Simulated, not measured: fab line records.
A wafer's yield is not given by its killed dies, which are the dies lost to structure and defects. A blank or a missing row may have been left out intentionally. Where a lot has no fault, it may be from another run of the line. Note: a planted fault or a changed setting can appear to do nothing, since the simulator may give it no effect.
Which of the tools did it? -- flow nand-harc -- 72 wafers from 24 lots sampled at 3 of the route's 1302 steps

## WHAT THE GAUGES SHOWED, per wafer
NHARC_A_CONTACT_CD_MEAS_53.
lot,measured,on,cd-nm (nm)
L075,day 22 02:50,cd-sem-01,289.3 289.9 289.0
L074,day 22 03:31,cd-sem-03,290.3 290.2 289.9
L076,day 22 10:01,cd-sem-03,289.1 289.1 289.3
L077,day 22 18:31,cd-sem-03,289.6 289.5 290.0
L079,day 23 08:25,cd-sem-02,290.0 290.2 290.3
L078,day 23 09:04,cd-sem-02,290.2 290.5 290.7
L080,day 24 09:45,cd-sem-03,288.9 288.7 289.0
L082,day 25 16:11,cd-sem-03,288.1 287.9 288.1
L081,day 25 16:25,cd-sem-02,288.6 288.7 288.4
L083,day 25 20:57,cd-sem-02,289.9 290.4 289.9
L084,day 25 23:39,cd-sem-02,288.7 288.6 289.7
L085,day 26 19:07,cd-sem-03,289.8 289.9 289.8
L086,day 26 20:05,cd-sem-01,289.4 289.6 289.0
L088,day 27 16:39,cd-sem-02,289.8 290.1 289.6
L089,day 27 19:20,cd-sem-03,288.3 288.2 288.7
L087,day 27 23:35,cd-sem-01,288.7 289.1 289.0
L090,day 29 02:07,cd-sem-01,289.3 289.2 289.7
L091,day 29 09:43,cd-sem-01,289.9 289.8 289.9
L092,day 29 10:05,cd-sem-01,289.9 289.6 290.5
L093,day 30 20:12,cd-sem-01,289.1 289.3 289.7
L094,day 30 20:22,cd-sem-03,290.0 289.9 289.4
L095,day 30 21:51,cd-sem-03,290.1 290.7 290.9
L096,day 31 12:21,cd-sem-02,289.6 289.6 290.4
L097,day 31 13:10,cd-sem-02,289.8 289.7 290.0

## EACH LOT AND THE TOOL THAT RAN IT (in order: tool; ch and the chambers of the sampled wafers; start)
lot,NHARC_A_CONTACT_ETCH_48,NHARC_A_CONTACT_ETCH_120
L075,"rie-diel-04 ch 0,1,3, day 21 21:39","har-cap-etch-02 ch 0,1, day 22 01:08"
L074,"rie-diel-07 ch 0,1,3, day 21 22:22","har-cap-etch-03 ch 0,1, day 22 01:51"
L076,"rie-diel-07 ch 1,3, day 22 05:01","har-cap-etch-02 ch 0, day 22 08:20"
L077,"rie-diel-04 ch 0,1,2, day 22 13:30","har-cap-etch-02 ch 1, day 22 16:48"
L079,"rie-diel-04 ch 1,3, day 23 03:24","har-cap-etch-03 ch 1, day 23 06:43"
L078,"rie-diel-09 ch 0,1,2, day 23 03:56","har-cap-etch-02 ch 0,1, day 23 07:20"
L080,"rie-diel-09 ch 0,2, day 24 04:36","har-cap-etch-02 ch 0,1, day 24 08:05"
L082,"rie-diel-09 ch 0,1, day 25 11:11","har-cap-etch-02 ch 0,1, day 25 14:29"
L081,"rie-diel-07 ch 0,1,3, day 25 11:22","har-cap-etch-03 ch 0,1, day 25 14:39"
L083,"rie-diel-09 ch 0,1, day 25 15:56","har-cap-etch-01 ch 0,1, day 25 19:15"
L084,"rie-diel-04 ch 0,3, day 25 18:38","har-cap-etch-02 ch 0,1, day 25 21:58"
L085,"rie-diel-09 ch 0,2,3, day 26 14:04","har-cap-etch-02 ch 0,1, day 26 17:25"
L086,"rie-diel-04 ch 0,2, day 26 15:04","har-cap-etch-03 ch 0,1, day 26 18:22"
L088,"rie-diel-04 ch 0,2, day 27 11:38","har-cap-etch-01 ch 0,1, day 27 14:58"
L089,"rie-diel-07 ch 1,2,3, day 27 13:28","har-cap-etch-03 ch 0,1, day 27 17:17"
L087,"rie-diel-09 ch 0,2,3, day 27 17:24","har-cap-etch-02 ch 0,1, day 27 21:13"
L090,"rie-diel-04 ch 0,2,3, day 28 19:15","har-cap-etch-02 ch 0,1, day 28 23:40"
L091,"rie-diel-07 ch 0,3, day 29 04:43","har-cap-etch-01 ch 0, day 29 08:01"
L092,"rie-diel-04 ch 0,2,3, day 29 05:02","har-cap-etch-03 ch 0, day 29 08:22"
L093,"rie-diel-07 ch 0,1, day 30 14:50","har-cap-etch-02 ch 0,1, day 30 18:32"
L094,"rie-diel-09 ch 1,2,3, day 30 15:20","har-cap-etch-01 ch 0,1, day 30 18:39"
L095,"rie-diel-07 ch 0,1,3, day 30 16:30","har-cap-etch-03 ch 1, day 30 20:09"
L096,"rie-diel-04 ch 2,3, day 31 07:04","har-cap-etch-02 ch 0,1, day 31 10:37"
L097,"rie-diel-04 ch 1,3, day 31 07:25","har-cap-etch-01 ch 0,1, day 31 11:29"
- NHARC_A_CONTACT_ETCH_48: etches the open film in CF4, target depth 39 nm, time 65 s.
- NHARC_A_CONTACT_ETCH_120: etches the open film in C4F8/O2/Ar, time 190 s, target depth 1850 nm.

## AS READ BY THE TOOLS THEMSELVES (means over the sampled wafers that have a number; for cases with no such wafer, the mark the record gives instead)
NHARC_A_CONTACT_ETCH_48.
lot,tool,drypump-motor-current-A (A),oes-product-au (a.u.),rf-vpp-V (V),showerhead-plenum-p-Torr (Torr),throttle-valve-pct (%)
L075,rie-diel-04,6.3,0.999,149.9,1.73,13.286
L074,rie-diel-07,5.7,0.989,151.6,1.79,13.283
L076,rie-diel-07,5.4,0.993,151.3,1.76,13.289
L077,rie-diel-04,6.4,0.998,150.8,1.72,13.281
L079,rie-diel-04,6.5,1.001,151.7,1.78,13.274
L078,rie-diel-09,6.0,0.999,150.9,1.69,13.281
L080,rie-diel-09,5.8,0.996,149.6,1.68,13.275
L082,rie-diel-09,5.9,0.991,150.3,1.70,13.279
L081,rie-diel-07,5.7,1.006,151.4,1.78,13.286
L083,rie-diel-09,5.8,1.003,149.8,1.70,13.285
L084,rie-diel-04,6.0,1.000,152.0,1.77,13.291
L085,rie-diel-09,5.7,0.996,150.0,1.74,13.288
L086,rie-diel-04,6.2,0.999,151.1,1.83,13.286
L088,rie-diel-04,6.2,0.991,152.0,1.83,13.292
L089,rie-diel-07,5.8,1.002,151.7,1.77,13.280
L087,rie-diel-09,5.7,0.989,150.8,1.74,13.278
L090,rie-diel-04,6.1,0.999,151.2,1.76,13.283
L091,rie-diel-07,5.7,1.005,150.7,1.75,13.288
L092,rie-diel-04,6.1,1.007,151.2,1.76,13.288
L093,rie-diel-07,6.1,0.999,150.2,1.82,13.280
L094,rie-diel-09,6.1,1.006,150.3,1.74,13.292
L095,rie-diel-07,5.8,1.003,151.4,1.77,13.279
L096,rie-diel-04,6.3,1.006,150.8,1.69,13.296
L097,rie-diel-04,6.2,1.000,150.5,1.73,13.294

## THE ANSWER, worked out from the rows above alone
Rule: the lots themselves supply what counts as usual. Put in order of their means at a reading, lots are off if they are a third of the lots or fewer, leave a main group of 4 or more, and stand apart from it by a gap of 3 or more times the standard deviation of the main group's means; of several such gaps the widest counts. The tables above print the reading to a certain number of digits; a main group whose means all agree to those digits is not used. Also off: a lot with no number at a reading for which 4 or more lots have one. The other lots that the step has rows for count as sound. First the gauges in route order, then the tools' own readings, where a lot's mean is used as printed above. The first step at which some lot is off is used, and at that step the reading that is off furthest; a lot without a number counts as furthest.
No lot is off on any of the readings shown, so nothing can be concluded from this.

## WHAT THE SIMULATOR PUT IN
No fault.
